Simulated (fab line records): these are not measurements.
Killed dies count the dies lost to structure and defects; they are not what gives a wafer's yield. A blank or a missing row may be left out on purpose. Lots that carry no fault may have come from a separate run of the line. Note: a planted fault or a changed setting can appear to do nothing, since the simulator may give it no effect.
Chamber matching / flow nandHarc / NHARC_A_SLIT_DEP_23 on pecvd-03 has 3 sister chambers
The step deposits SiON, target thk 100 nm. 6 wafers are shown with their chamber, then 7 later ones without.

## WAFERS, EACH WITH ITS CHAMBER
wafer=L890.1; chamber=1; heaterPowerW (W)=654; heaterPowerOuterW (W)=442
wafer=L890.6; chamber=2; heaterPowerW (W)=571; heaterPowerOuterW (W)=325
wafer=L891.1; chamber=0; heaterPowerW (W)=786; heaterPowerOuterW (W)=446
wafer=L891.2; chamber=1; heaterPowerW (W)=589; heaterPowerOuterW (W)=385
wafer=L891.6; chamber=0; heaterPowerW (W)=768; heaterPowerOuterW (W)=462
wafer=L895.1; chamber=2; heaterPowerW (W)=596; heaterPowerOuterW (W)=338

## WAFERS WITHOUT THEIR CHAMBER
wafer=L895.5; heaterPowerW (W)=581; heaterPowerOuterW (W)=358
wafer=L900.3; heaterPowerW (W)=723; heaterPowerOuterW (W)=418
wafer=L900.4; heaterPowerW (W)=751; heaterPowerOuterW (W)=420
wafer=L900.6; heaterPowerW (W)=706; heaterPowerOuterW (W)=474
wafer=L908.1; heaterPowerW (W)=620; heaterPowerOuterW (W)=376
wafer=L908.5; heaterPowerW (W)=639; heaterPowerOuterW (W)=369
wafer=L908.6; heaterPowerW (W)=798; heaterPowerOuterW (W)=489

## WHICH CHAMBER EACH ONE RAN IN
wafer=L895.5; from the rows above=can't be placed: 2 or 1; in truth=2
wafer=L900.3; from the rows above=can't be placed: 0 or 1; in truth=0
wafer=L900.4; from the rows above=0; in truth=0
wafer=L900.6; from the rows above=can't be placed: 0 or 1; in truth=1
wafer=L908.1; from the rows above=can't be placed: 1 or 2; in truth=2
wafer=L908.5; from the rows above=can't be placed: 1 or 2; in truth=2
wafer=L908.6; from the rows above=0; in truth=0
Correct placement for 2 of the 7. Unplaceable from these rows: 5, with the true chamber sitting among the candidates in 5. 0 placed wrongly.
How it was worked out, from the rows above alone: a wafer's distance from a chamber is the root of the sum, over the readings, of the square of ((its reading less the chamber's mean) divided by the reading's scatter). The wafer belongs to the nearest chamber; if the next one is less than 2 further off, it can't be placed. Each chamber's mean is taken over the wafers shown for it. The scatter is the square root of a quotient: the sum, over the shown wafers, of each reading's squared deviation from its chamber's mean, divided by wafers minus chambers.
